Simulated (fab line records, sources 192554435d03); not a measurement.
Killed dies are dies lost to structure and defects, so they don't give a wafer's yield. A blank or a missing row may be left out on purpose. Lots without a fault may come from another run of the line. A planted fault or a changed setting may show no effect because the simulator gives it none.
One fault seen from 2 desks | flow n5_finfet | each desk has only its own numbers; what lay behind them comes last

THE METROLOGY DESK
What the gauges read, lot by lot, whatever tool the lot ran on: means of the sampled wafers that have a number. A lot is out of limits, marked OUT, if its mean lies more than 4 standard deviations from the usual mean; the brackets give that distance. Of its 10 readings 7 are shown: those that lie furthest out on some lot.
Columns: A = DIBL_N at N5_BEOL_M4_RC_MEAS_101, usual 36.0 mV/V; B = DIBL_P at N5_BEOL_M4_RC_MEAS_101, usual 35.6 mV/V; C = IOFF_N at N5_BEOL_M4_RC_MEAS_101, usual 0.15 nA/um; D = IOFF_P at N5_BEOL_M4_RC_MEAS_101, usual 0.19 nA/um; E = ION_N at N5_BEOL_M4_RC_MEAS_101, usual 668 uA/um; F = SS_P at N5_BEOL_M4_RC_MEAS_101, usual 73.4 mV/dec; G = VT_P at N5_BEOL_M4_RC_MEAS_101, usual -253 mV
lot  | first seen here | A    | B    | C    | D    | E   | F    | G
L798 | day 9 01:53     | 35.4 | 34.9 | 0.12 | 0.15 | 663 | 73.0 | -258
L804 | day 11 06:08    | 36.0 | 34.9 | 0.13 | 0.17 | 659 | 73.1 | -254
L805 | day 11 08:01    | 33.7 | 32.9 | 0.12 | 0.18 | 658 | 72.7 | -253
L807 | day 13 00:28    | 33.1 | 32.6 | 0.11 | 0.16 | 661 | 73.0 | -254
L813 | day 13 20:47    | 34.7 | 35.3 | 0.14 | 0.19 | 665 | 73.1 | -251
L815 | day 14 01:58    | 38.9 | 38.4 | 0.19 | 0.23 | 682 | 74.2 | -252
L817 | day 14 10:26    | 35.6 | 35.0 | 0.14 | 0.19 | 665 | 73.8 | -253
L818 | day 14 13:58    | 36.9 | 36.4 | 0.17 | 0.22 | 678 | 73.8 | -251
L820 | day 16 01:31    | 35.4 | 34.6 | 0.14 | 0.20 | 669 | 73.6 | -250
This desk's finding: nothing out of limits on any of the 9 lots.

THE TOOL OWNER'S DESK: ald_metal-02
The tool's own readings at N5_HKMG_FIN_ALD_21 (deposits TiN, target thk 1.5 nm, pulse time 1 s, purge time 3 s): means of the sampled wafers that have a number, for each lot that ran on this tool. A lot is out of limits, marked OUT, if its mean lies more than 4 standard deviations from the usual mean; the brackets give that distance.
Columns: A = chamber_pressure_Torr at N5_HKMG_FIN_ALD_21, usual 3.000 Torr; B = heater_power_w at N5_HKMG_FIN_ALD_21, usual 849 W; C = precursor_pulse_height_rel at N5_HKMG_FIN_ALD_21, usual 1.002
lot  | first seen here | A     | B   | C
L798 | day 4 12:21     | 2.997 | 875 | 1.006
L805 | day 6 09:52     | 2.995 | 848 | 0.978
L813 | day 8 06:52     | 3.004 | 908 | 1.013
L815 | day 8 21:19     | 3.007 | 888 | 0.984
This desk's finding: nothing out of limits on any of the 4 lots.

PUT TOGETHER
The metrology desk saw nothing out of limits.
The tool owner's desk saw nothing out of limits.

WHAT THE SIMULATOR HAD PUT IN
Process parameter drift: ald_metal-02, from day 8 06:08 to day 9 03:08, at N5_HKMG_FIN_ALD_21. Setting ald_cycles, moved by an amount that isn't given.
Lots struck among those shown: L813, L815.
